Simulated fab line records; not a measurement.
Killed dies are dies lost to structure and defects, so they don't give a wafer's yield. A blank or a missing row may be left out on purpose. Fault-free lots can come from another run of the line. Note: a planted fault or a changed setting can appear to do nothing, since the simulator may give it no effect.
Chamber matching | flow n5_finfet | N5_BEOL_M1_DEP_57 on pecvd-01: 3 sister chambers
The step deposits SiCN from 3MS/NH3, target thk 8 nm, time 14 s. 6 wafers are shown with their chamber, then 7 later ones without.

== WAFERS WITH THEIR CHAMBER ==
wafer  | chamber | throttle_valve_pct (%) | chamber_pressure_Torr (Torr)
L087.2 | 2       | 8.8                    | 2.999
L087.5 | 1       | 8.9                    | 3.000
L088.4 | 0       | 9.3                    | 3.004
L088.5 | 2       | 8.9                    | 3.006
L089.1 | 1       | 8.8                    | 3.009
L089.4 | 0       | 9.1                    | 2.998

== WAFERS WITHOUT THEIR CHAMBER ==
wafer  | throttle_valve_pct (%) | chamber_pressure_Torr (Torr)
L089.6 | 9.2                    | 2.995
L093.3 | 8.9                    | 3.004
L093.5 | 9.0                    | 3.005
L093.6 | 9.0                    | 3.000
L097.2 | 8.9                    | 2.997
L097.3 | 8.9                    | 3.000
L097.6 | 8.7                    | 2.994

== WHICH CHAMBER EACH ONE RAN IN ==
wafer  | from the rows above          | in truth
L089.6 | 0                            | 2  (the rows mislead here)
L093.3 | can't be placed: 1 or 2      | 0
L093.5 | can't be placed: 1 or 2 or 0 | 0
L093.6 | can't be placed: 2 or 1 or 0 | 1
L097.2 | can't be placed: 2 or 1 or 0 | 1
L097.3 | can't be placed: 2 or 1      | 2
L097.6 | can't be placed: 2 or 1      | 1
0 of 7 placed correctly. Unplaceable from these rows: 6, with the true chamber sitting among the candidates in 5. Placed wrongly: 1.
How it was worked out, from the rows above alone: a wafer's distance from a chamber is the root of the sum, over the readings, of the square of ((its reading less the chamber's mean) divided by the reading's scatter). The wafer belongs to the nearest chamber; if the next one is less than 2 further off, it can't be placed. Each chamber's mean is taken over the wafers shown for it. How the scatter is found: for the shown wafers, subtract from each reading the mean of its chamber, square and add these, divide the total by (wafers less chambers), then take the root.
